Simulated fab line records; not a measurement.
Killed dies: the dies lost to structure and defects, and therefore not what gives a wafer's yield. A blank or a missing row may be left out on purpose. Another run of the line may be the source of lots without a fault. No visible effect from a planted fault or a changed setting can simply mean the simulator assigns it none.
fab line records    flow n5-finfet
record lots=7  wafers=21
route steps=1938 shown BEOL_M13@1707 BEOL_M14@1762 BEOL_M15@1800 PASSIVATION@1901
start-h: start of the lot's first displayed wafer, in hours after the record's first day    wait-h: hours since the lot's step before    " same as the row above    L1.1+2: several wafers, shown together as one row    - no value present, or no start provided    * or withheld: withheld    < > ~ a bound
route shown NAME@n: NAME is a module with steps in the file, n the number in the route of the first one    usual: mean/standard deviation of fault-free wafers    same: alike in all rows    chamber/n: place in a boat    sites: per-site readings    _std_site: standard deviation of those values    _edge_site: inner sites' mean taken away from outer sites' mean    radius-mm: how far each site lies from the wafer's centre    mask NAME#n: copy n    behind: the most recent tool/chamber to have shaped the wafer    hold: why the lot went on hold/how many hours it stayed there/how the hold came to an end    device: the transistor (n, p or np) that didn't switch    end of line: tests of these same wafers at the route's end    a step with no rows: only its recipe    killed: at the first sort, the dies lost to defects and structure; wafer yield is something else    map: the dies of a wafer, with x for killed, . for not killed, _ for no die there
set.NAME: the setting the step ran with; set.NAME@STEP: the setting that earlier step ran with    model.NAME: the simulator's own value behind a step, which no gauge read
lots whose settings were changed on purpose; a table a step, a row a wafer
## steps
# step N5_BEOL_M13_SPUTTER_45
# recipe material=Cu  target-thk-a=800  temp-c=-20  bias-v=60  power-w=26000  chamber-pressure-pa=0.13  time-s=13.33
lot.wafer   tool            chamber  start-h  wait-h  set.power-w
L077.2+4+6  pvd-sputter-03  -        251.74   0.0     26000
L084.2+5    pvd-sputter-01  -        306.86   0.0     26000
L084.3      "               -        "        "       30500
L089.1      pvd-sputter-01  -        352.90   0.0     28740
L089.4+6    "               -        "        "       26000
L093.1+6    pvd-sputter-02  -        353.08   0.0     26000
L093.3      "               -        "        "       27250
L090.4+5+6  pvd-sputter-02  -        356.46   0.0     26000
L092.1+3+4  pvd-sputter-03  -        357.69   0.0     26000
L096.2+3+6  pvd-sputter-01  -        403.78   0.0     26000
# step N5_BEOL_M13_ECD_47
# recipe material=Cu  target-thk-a=9360
# step N5_BEOL_M13_ANNEAL_48
# recipe temp-c=225  time-s=90  ambient=N2
# step N5_BEOL_M13_CMP_49
# recipe stop-on=SiOC  t-overpolish-s=17.1  down-force-psi=1  platen-rpm=50  clearing-platen-down-force-psi=1.5  clearing-platen-rpm=50  post-cmp-clean=cu-alkaline  target-thk-nm=420  clearing-platen-pad-velocity-m-s=0.99484  pad-velocity-m-s=0.99484
lot.wafer  tool    chamber  start-h  wait-h  set.time-s@BEOL_M13_TRENCH_ETCH_34  model.Cu_of_BEOL_M13_ECD_47.thk-nm
L077.4     cmp-01  2        254.04   0.2     162.6                               419.4
L077.2     "       3        "        "       176.5                               461.4
L077.6     "       0        "        "       162.6                               432.2
L084.2     cmp-04  1        307.53   0.2     137                                 345
L084.3     "       2        "        "       137                                 -
L084.5     "       0        "        "       162.6                               431
L089.4     cmp-02  0        353.48   0.1     185.1                               480.4
L089.1     "       3        "        "       162.6                               -
L089.6     "       0        "        "       185.1                               491.6
L093.3     cmp-02  0        353.74   0.2     162.6                               -
L093.1     "       2        "        "       197.3                               508.2
L093.6     "       3        "        "       197.3                               512
L090.4     cmp-02  0        357.04   0.1     162.6                               434
L090.6     "       0        "        "       153.1                               407.8
L090.5     "       1        "        "       162.6                               429.6
L092.1     cmp-01  1        358.31   0.3     162.6                               424.8
L092.3     "       2        "        "       162.6                               413.6
L092.4     "       3        "        "       162.6                               419.4
L096.2     cmp-04  1        404.38   0.2     127.9                               327
L096.3     "       2        "        "       127.9                               338.4
L096.6     "       1        "        "       162.6                               424.2
# step N5_BEOL_M13_PRE_CLEAN_52
# recipe gas=NH3  time-s=15  temp-c=withheld  rf-power-w=300
# step N5_BEOL_M13_DEP_53
# recipe material=SiCN  target-thk-a=500  temp-c=withheld  precursor=3MS/NH3  pressure-torr=3  rf-w=675  time-s=17.8
# step N5_BEOL_M13_RS_MEAS_54
# recipe thk-meas-gauge=four-point-probe  reads=Cu_of_BEOL_M13_ECD_47+Ta_of_BEOL_M13_SPUTTER_44+TaN_of_BEOL_M13_SPUTTER_43
# usual M13_RS=0.0447/0.00086
lot.wafer  tool           chamber  start-h  wait-h  set.time-s@BEOL_M13_TRENCH_ETCH_34  M13_RS[ohm/sq]
L077.2     film-metro-02  -        254.39   0.1     176.5                               0.0408
L077.4     "              -        "        "       162.6                               0.0450
L077.6     "              -        "        "       162.6                               0.0436
L084.2     film-metro-01  -        307.95   0.1     137                                 0.0552
L084.3     "              -        "        "       137                                 0.0538
L084.5     "              -        "        "       162.6                               0.0438
L089.1     film-metro-01  -        353.90   0.0     162.6                               0.0438
L089.4     "              -        "        "       185.1                               0.0392
L089.6     "              -        "        "       185.1                               0.0383
L093.1     film-metro-01  -        354.13   0.0     197.3                               0.0370
L093.3     "              -        "        "       162.6                               0.0446
L093.6     "              -        "        "       197.3                               0.0366
L090.4     film-metro-01  -        357.47   0.0     162.6                               0.0435
L090.5     "              -        "        "       162.6                               0.0440
L090.6     "              -        "        "       153.1                               0.0464
L092.1     film-metro-01  -        358.73   0.0     162.6                               0.0445
L092.3     "              -        "        "       162.6                               0.0457
L092.4     "              -        "        "       162.6                               0.0450
L096.2     film-metro-02  -        404.83   0.1     127.9                               0.0583
L096.3     "              -        "        "       127.9                               0.0563
L096.6     "              -        "        "       162.6                               0.0445
# step N5_BEOL_M14_SPUTTER_43
# recipe material=TaN  target-thk-a=150  temp-c=50  bias-v=168.6  power-w=15000  chamber-pressure-pa=0.12  time-s=24.19
lot.wafer  tool            chamber  start-h  wait-h  set.time-s  model.TaN_of_BEOL_M14_SPUTTER_43.thk-nm
L077.2+6   pvd-sputter-02  -        260.34   0.0     24.19       14.8
L077.4     "               -        "        "       24.19       14.6
L084.2     pvd-sputter-02  -        313.98   0.0     22.53       14.2
L084.3+5   "               -        "        "       22.53       13.8
L089.1     pvd-sputter-01  -        357.87   0.0     24.19       14.8
L089.4     "               -        "        "       24.19       15
L089.6     "               -        "        "       24.19       15.2
L093.1     pvd-sputter-01  -        361.99   0.0     21.47       13.2
L093.3+6   "               -        "        "       24.19       15.2
L090.4     pvd-sputter-01  -        363.27   0.0     24.19       15
L090.5+6   "               -        "        "       24.19       14.8
L092.1+4   pvd-sputter-03  -        363.37   0.0     24.19       15
L092.3     "               -        "        "       24.19       14.8
L096.2     pvd-sputter-01  -        411.58   0.0     20.75       13.4
L096.3     "               -        "        "       20.75       13
L096.6     "               -        "        "       24.19       15.2
# step N5_BEOL_M15_EXPOSE_25
# recipe mask-id=M15  na=0.8  source-shape=annular  sigma-inner=0.5  sigma-outer=0.8  polarization=unpolarized  target-cd-nm=400  dose-mj=35.5
lot.wafer   tool            chamber  start-h  wait-h  mask   set.dose-mj
L077.2+4    krf-scanner-02  0        264.37   -       M15#0  33.24
L077.6      "               0        "        "       M15#0  35.5
L084.2      krf-scanner-02  0        317.71   -       M15#0  35.5
L084.3+5    "               0        "        "       M15#0  37.39
L089.1+4    krf-scanner-02  0        361.10   -       M15#0  35.5
L089.6      "               0        "        "       M15#0  34.23
L093.1+3+6  krf-scanner-02  0        365.26   -       M15#0  35.5
L090.4+5    krf-scanner-02  0        368.24   -       M15#0  37
L090.6      "               0        "        "       M15#0  35.5
L092.1+3+4  krf-scanner-01  0        368.70   -       M15#0  35.5
L096.2      krf-scanner-01  0        415.40   -       M15#0  35.5
L096.3+6    "               0        "        "       M15#0  33.09
# step N5_BEOL_M15_PEB_26
# recipe peb-temp-c=130  peb-time-s=90
lot.wafer   tool            chamber  start-h  wait-h  set.peb-temp-c
L077.2      litho-track-05  0        264.43   0.0     130
L077.4+6    "               0        "        "       127
L084.2+3+5  litho-track-02  0        317.76   0.0     130
L089.1+4+6  litho-track-05  0        361.16   0.1     130
L093.1+3    litho-track-05  0        365.32   0.1     126.9
L093.6      "               0        "        "       130
L090.4+5    litho-track-02  0        368.29   0.0     131.4
L090.6      "               0        "        "       130
L092.1+3+4  litho-track-04  0        368.76   0.1     130
L096.2+3+6  litho-track-05  0        415.45   0.0     132.6
# step N5_BEOL_M15_DEVELOP_27
# recipe develop-time-s=45  rinse-liquid=diw  dry=air-spin  dev-temp-c=21
# step N5_BEOL_M15_HARDBAKE_32
# recipe temp-c=130  time-s=120
# step N5_BEOL_M15_CD_MEAS_28
# recipe target-cd-nm=407.6  landing-energy-ev=500  detector=se-inlens
# usual cd-nm=408.6/1.6
lot.wafer  tool       chamber  start-h  wait-h  set.dose-mj@BEOL_M15_EXPOSE_25  set.peb-temp-c@BEOL_M15_PEB_26  cd-nm
L077.2     cd-sem-01  0        264.54   -       33.24                           130                             400.7
L077.4     "          0        "        "       33.24                           127                             385.9
L077.6     "          0        "        "       35.5                            127                             396.2
L084.2     cd-sem-03  0        317.87   -       35.5                            130                             407.1
L084.3     "          0        "        "       37.39                           130                             414.9
L084.5     "          0        "        "       37.39                           130                             415.9
L089.1     cd-sem-01  0        361.27   -       35.5                            130                             409.6
L089.4     "          0        "        "       35.5                            130                             409.7
L089.6     "          0        "        "       34.23                           130                             404.5
L093.1     cd-sem-03  0        365.43   -       35.5                            126.9                           393.3
L093.3     "          0        "        "       35.5                            126.9                           394.1
L093.6     "          0        "        "       35.5                            130                             407.5
L090.4     cd-sem-01  0        368.40   -       37                              131.4                           419.8
L090.5     "          0        "        "       37                              131.4                           420.4
L090.6     "          0        "        "       35.5                            130                             406.7
L092.1     cd-sem-02  0        368.88   -       35.5                            130                             409.3
L092.3     "          0        "        "       35.5                            130                             408.2
L092.4     "          0        "        "       35.5                            130                             409.2
L096.2     cd-sem-01  0        415.57   -       35.5                            132.6                           418.8
L096.3     "          0        "        "       33.09                           132.6                           406.8
L096.6     "          0        "        "       33.09                           132.6                           405.0
# step N5_BEOL_M15_DESCUM_33
# recipe chemistry=O2  time-s=7.9  source-power-w=50  bias-power-w=20  pressure-mtorr=20  rf-frequency-hz=2.712e+07  temp-c=40  o2-flow-sccm=225
lot.wafer  tool         chamber  start-h  wait-h  set.dose-mj@BEOL_M15_EXPOSE_25  set.peb-temp-c@BEOL_M15_PEB_26  model.BEOL_M15.cd-nm
L077.2     rie-diel-03  2        264.63   0.0     33.24                           130                             400.8
L077.4     "            3        "        "       33.24                           127                             385.8
L077.6     "            1        "        "       35.5                            127                             396.4
L084.2     rie-diel-03  1        318.01   0.1     35.5                            130                             407.2
L084.3     "            2        "        "       37.39                           130                             415.2
L084.5     "            2        "        "       37.39                           130                             416
L089.1     rie-diel-01  3        361.62   0.3     35.5                            130                             409.6
L089.4     "            2        "        "       35.5                            130                             409.4
L089.6     "            3        "        "       34.23                           130                             404.6
L093.1     rie-diel-01  2        366.87   1.4     35.5                            126.9                           393.2
L093.3     "            3        "        "       35.5                            126.9                           393.6
L093.6     "            3        "        "       35.5                            130                             407.6
L090.4     rie-diel-06  3        369.32   0.9     37                              131.4                           419.8
L090.5     "            1        "        "       37                              131.4                           420.4
L090.6     "            2        "        "       35.5                            130                             406.6
L092.1     rie-diel-01  3        369.92   1.0     35.5                            130                             409.4
L092.3     "            2        "        "       35.5                            130                             408.2
L092.4     "            0        "        "       35.5                            130                             409.2
L096.2     rie-diel-03  0        415.65   0.0     35.5                            132.6                           418.6
L096.3     "            1        "        "       33.09                           132.6                           406.8
L096.6     "            1        "        "       33.09                           132.6                           405.2
# step N5_BEOL_M15_ETCH_61
# recipe chemistry=N2/H2  target=BARC  target-depth-a=890  overetch-a=267  time-s=67.9  ion-energy-ev=200  pressure-mtorr=30  source-w=840  bias-w=150  n2-flow-sccm=200  h2-flow-sccm=200
lot.wafer  tool         chamber  start-h  wait-h  set.dose-mj@BEOL_M15_EXPOSE_25  set.peb-temp-c@BEOL_M15_PEB_26  model.BEOL_M15.cd-nm
L077.2     rie-diel-03  2        264.67   0.0     33.24                           130                             392.2
L077.4     "            3        "        "       33.24                           127                             376.8
L077.6     "            1        "        "       35.5                            127                             389.2
L084.2     rie-diel-03  1        318.04   0.0     35.5                            130                             400
L084.3     "            2        "        "       37.39                           130                             407.6
L084.5     "            2        "        "       37.39                           130                             408.2
L089.1     rie-diel-01  3        361.66   0.0     35.5                            130                             401
L089.4     "            2        "        "       35.5                            130                             401.8
L089.6     "            3        "        "       34.23                           130                             395.6
L093.1     rie-diel-01  2        366.91   0.0     35.5                            126.9                           386
L093.3     "            3        "        "       35.5                            126.9                           385.8
L093.6     "            3        "        "       35.5                            130                             399.2
L090.4     rie-diel-06  3        369.36   0.0     37                              131.4                           410.4
L090.5     "            1        "        "       37                              131.4                           413.4
L090.6     "            2        "        "       35.5                            130                             398.8
L092.1     rie-diel-01  3        369.95   0.0     35.5                            130                             401.2
L092.3     "            2        "        "       35.5                            130                             400.8
L092.4     "            0        "        "       35.5                            130                             401
L096.2     rie-diel-03  0        415.69   0.0     35.5                            132.6                           411.2
L096.3     "            1        "        "       33.09                           132.6                           398.8
L096.6     "            1        "        "       33.09                           132.6                           397.4
# step N5_BEOL_M15_TRENCH_ETCH_34
# recipe chemistry=C4F8/O2/Ar  target=SiO2  target-depth-a=8729.3  he-inner-torr=15  he-outer-torr=30  time-s=199  ion-energy-ev=800  pressure-mtorr=20  source-w=1905  bias-w=2040  Ar_flow_sccm=400  C4F8_flow_sccm=16  O2_flow_sccm=12
lot.wafer  tool         chamber  start-h  wait-h  set.dose-mj@BEOL_M15_EXPOSE_25  set.peb-temp-c@BEOL_M15_PEB_26  model.BEOL_M15.cd-nm
L077.2     rie-diel-03  2        264.72   0.0     33.24                           130                             392.2
L077.4     "            3        "        "       33.24                           127                             377
L077.6     "            1        "        "       35.5                            127                             389.8
L084.2     rie-diel-03  1        318.09   0.0     35.5                            130                             399.8
L084.3     "            2        "        "       37.39                           130                             407.6
L084.5     "            2        "        "       37.39                           130                             407.8
L089.1     rie-diel-01  3        361.71   0.0     35.5                            130                             400.8
L089.4     "            2        "        "       35.5                            130                             402
L089.6     "            3        "        "       34.23                           130                             395.2
L093.1     rie-diel-01  2        366.96   0.0     35.5                            126.9                           386.2
L093.3     "            3        "        "       35.5                            126.9                           385.4
L093.6     "            3        "        "       35.5                            130                             399
L090.4     rie-diel-06  3        369.41   0.0     37                              131.4                           410.4
L090.5     "            1        "        "       37                              131.4                           414.2
L090.6     "            2        "        "       35.5                            130                             399.2
L092.1     rie-diel-01  3        370.00   0.0     35.5                            130                             401.2
L092.3+4   "            2,0      "        "       35.5                            130                             401
L096.2     rie-diel-03  0        415.74   0.0     35.5                            132.6                           412.2
L096.3     "            1        "        "       33.09                           132.6                           399.2
L096.6     "            1        "        "       33.09                           132.6                           398
# step N5_BEOL_M15_STRIP_36
# recipe chemistry=O2  power-w=600  temp-c=60  pressure-mtorr=30  rf-frequency-hz=6e+07  bias-power-w=0  overash-fraction=0.3  o2-flow-sccm=225
# step N5_BEOL_M15_STRIP_62
# recipe chemistry=O2  power-w=600  temp-c=60  pressure-mtorr=30  rf-frequency-hz=6e+07  bias-power-w=0  overash-fraction=0.3  o2-flow-sccm=225
# step N5_BEOL_M15_STRIP_37
# recipe chemistry=O2  power-w=600  temp-c=60  pressure-mtorr=30  rf-frequency-hz=6e+07  bias-power-w=0  overash-fraction=0.3  o2-flow-sccm=225
# step N5_BEOL_M15_ETCH_38
# recipe chemistry=CF4/N2  target=SiCN  target-depth-a=1064  taper-deg=2  time-s=120.5  ion-energy-ev=150  mask-material=SiO2  pressure-mtorr=40  source-w=430  bias-w=70  Ar_flow_sccm=100  cf4-flow-sccm=60  n2-flow-sccm=60
lot.wafer  tool         chamber  start-h  wait-h  set.dose-mj@BEOL_M15_EXPOSE_25  set.peb-temp-c@BEOL_M15_PEB_26  model.BEOL_M15.cd-nm
L077.2     rie-diel-01  2        -        -       33.24                           130                             392.2
L077.4     "            0        "        "       33.24                           127                             377
L077.6     "            2        "        "       35.5                            127                             389.8
L084.2     rie-diel-03  3        -        -       35.5                            130                             399.8
L084.3     "            0        "        "       37.39                           130                             407.6
L084.5     "            0        "        "       37.39                           130                             407.8
L089.1     rie-diel-06  1        -        -       35.5                            130                             400.8
L089.4     "            3        "        "       35.5                            130                             402
L089.6     "            1        "        "       34.23                           130                             395.4
L093.1     rie-diel-01  2        -        -       35.5                            126.9                           386.2
L093.3     "            0        "        "       35.5                            126.9                           385.4
L093.6     "            0        "        "       35.5                            130                             399
L090.4     rie-diel-06  0        -        -       37                              131.4                           410.4
L090.5     "            0        "        "       37                              131.4                           414.4
L090.6     "            3        "        "       35.5                            130                             399
L092.1     rie-diel-01  3        -        -       35.5                            130                             401.2
L092.3+4   "            0,2      "        "       35.5                            130                             401
L096.2     rie-diel-01  2        -        -       35.5                            132.6                           412.2
L096.3     "            3        "        "       33.09                           132.6                           399.2
L096.6     "            0        "        "       33.09                           132.6                           397.8
# step N5_PASSIVATION_EXPOSE_27
# recipe mask-id=PAD  na=0.55  source-shape=conventional  sigma-outer=0.8  polarization=unpolarized  defocus-nm=0  dose-mj=32.3
lot.wafer   tool            chamber  start-h  wait-h  mask   set.dose-mj
L077.2+4    krf-scanner-02  0        282.10   -       PAD#0  32.3
L077.6      "               0        "        "       PAD#0  33.92
L084.2+3+5  krf-scanner-02  0        331.42   -       PAD#0  30.83
L089.1+6    krf-scanner-01  0        372.97   -       PAD#0  30.8
L089.4      "               0        "        "       PAD#0  32.3
L093.1      krf-scanner-02  0        380.52   -       PAD#0  33.78
L093.3+6    "               0        "        "       PAD#0  32.3
L090.4+6    krf-scanner-02  0        386.57   -       PAD#0  31.5
L090.5      "               0        "        "       PAD#0  32.3
L092.1+3+4  krf-scanner-02  0        386.80   -       PAD#0  32.3
L096.2+3    krf-scanner-01  0        432.89   -       PAD#0  31.25
L096.6      "               0        "        "       PAD#0  32.3
# step N5_PASSIVATION_PEB_28
# recipe peb-temp-c=withheld  peb-time-s=*
# step N5_PASSIVATION_DEVELOP_29
# recipe develop-time-s=60  rinse-liquid=diw  dry=air-spin  dev-temp-c=21
# step N5_PASSIVATION_HARDBAKE_31
# recipe temp-c=130  time-s=120
# step N5_PASSIVATION_CD_MEAS_30
# recipe target-cd-nm=4000  landing-energy-ev=500  detector=se-inlens  polarity=opening
# usual cd-nm=4000.1/1.8
lot.wafer  tool       chamber  start-h  wait-h  set.dose-mj@PASSIVATION_EXPOSE_27  cd-nm
L077.2     cd-sem-01  0        282.27   -       32.3                               4000.5
L077.4     "          0        "        "       32.3                               3999.7
L077.6     "          0        "        "       33.92                              4008.6
L084.2     cd-sem-03  0        331.59   -       30.83                              3992.7
L084.3     "          0        "        "       30.83                              3990.3
L084.5     "          0        "        "       30.83                              3993.4
L089.1     cd-sem-02  0        373.15   -       30.8                               3991.4
L089.4     "          0        "        "       32.3                               3998.7
L089.6     "          0        "        "       30.8                               3990.7
L093.1     cd-sem-01  0        380.70   -       33.78                              4006.8
L093.3     "          0        "        "       32.3                               4003.1
L093.6     "          0        "        "       32.3                               4001.5
L090.4     cd-sem-01  0        386.73   -       31.5                               3996.9
L090.5     "          0        "        "       32.3                               4002.1
L090.6     "          0        "        "       31.5                               3998.0
L092.1     cd-sem-03  0        386.97   -       32.3                               4002.1
L092.3     "          0        "        "       32.3                               4000.1
L092.4     "          0        "        "       32.3                               3996.6
L096.2     cd-sem-01  0        433.06   -       31.25                              3996.5
L096.3     "          0        "        "       31.25                              3997.6
L096.6     "          0        "        "       32.3                               4001.6
## key
split step=N5_BEOL_M13_SPUTTER_45  setting=power-w  stated=26000  by=wafer
response none clear
split step=N5_BEOL_M14_SPUTTER_43  setting=time-s  stated=24.19  by=wafer
response step=N5_BEOL_M14_SPUTTER_43  reading=model.TaN_of_BEOL_M14_SPUTTER_43.thk-nm  change=+0.155  per=1%  r=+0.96
split step=N5_BEOL_M15_EXPOSE_25  setting=dose-mj  stated=35.5  by=wafer
response step=N5_BEOL_M15_CD_MEAS_28  reading=cd-nm  slope=+1.66  per=1%  together-with=peb-temp-c@BEOL_M15_PEB_26  explained=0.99
response step=N5_BEOL_M15_DESCUM_33  reading=model.BEOL_M15.cd-nm  slope=+1.66  per=1%  together-with=peb-temp-c@BEOL_M15_PEB_26  explained=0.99
response step=N5_BEOL_M15_ETCH_61  reading=model.BEOL_M15.cd-nm  slope=+1.74  per=1%  together-with=peb-temp-c@BEOL_M15_PEB_26  explained=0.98
response step=N5_BEOL_M15_TRENCH_ETCH_34  reading=model.BEOL_M15.cd-nm  slope=+1.79  per=1%  together-with=peb-temp-c@BEOL_M15_PEB_26  explained=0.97
response step=N5_BEOL_M15_ETCH_38  reading=model.BEOL_M15.cd-nm  slope=+1.8  per=1%  together-with=peb-temp-c@BEOL_M15_PEB_26  explained=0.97
split step=N5_BEOL_M15_PEB_26  setting=peb-temp-c  stated=130  by=wafer
response step=N5_BEOL_M15_CD_MEAS_28  reading=cd-nm  slope=+6.12  per=1%  together-with=dose-mj@BEOL_M15_EXPOSE_25  explained=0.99
response step=N5_BEOL_M15_DESCUM_33  reading=model.BEOL_M15.cd-nm  slope=+6.2  per=1%  together-with=dose-mj@BEOL_M15_EXPOSE_25  explained=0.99
response step=N5_BEOL_M15_ETCH_61  reading=model.BEOL_M15.cd-nm  slope=+5.91  per=1%  together-with=dose-mj@BEOL_M15_EXPOSE_25  explained=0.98
response step=N5_BEOL_M15_TRENCH_ETCH_34  reading=model.BEOL_M15.cd-nm  slope=+5.83  per=1%  together-with=dose-mj@BEOL_M15_EXPOSE_25  explained=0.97
response step=N5_BEOL_M15_ETCH_38  reading=model.BEOL_M15.cd-nm  slope=+5.85  per=1%  together-with=dose-mj@BEOL_M15_EXPOSE_25  explained=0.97
split step=N5_PASSIVATION_EXPOSE_27  setting=dose-mj  stated=32.3  by=wafer
response step=N5_PASSIVATION_CD_MEAS_30  reading=cd-nm  change=+1.48  per=1%  r=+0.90
split outside-this-file step=N5_BEOL_M13_TRENCH_ETCH_34 setting=time-s
# split outside-this-file: this setting was split too, and the file shows its column; the key of that split is in another file
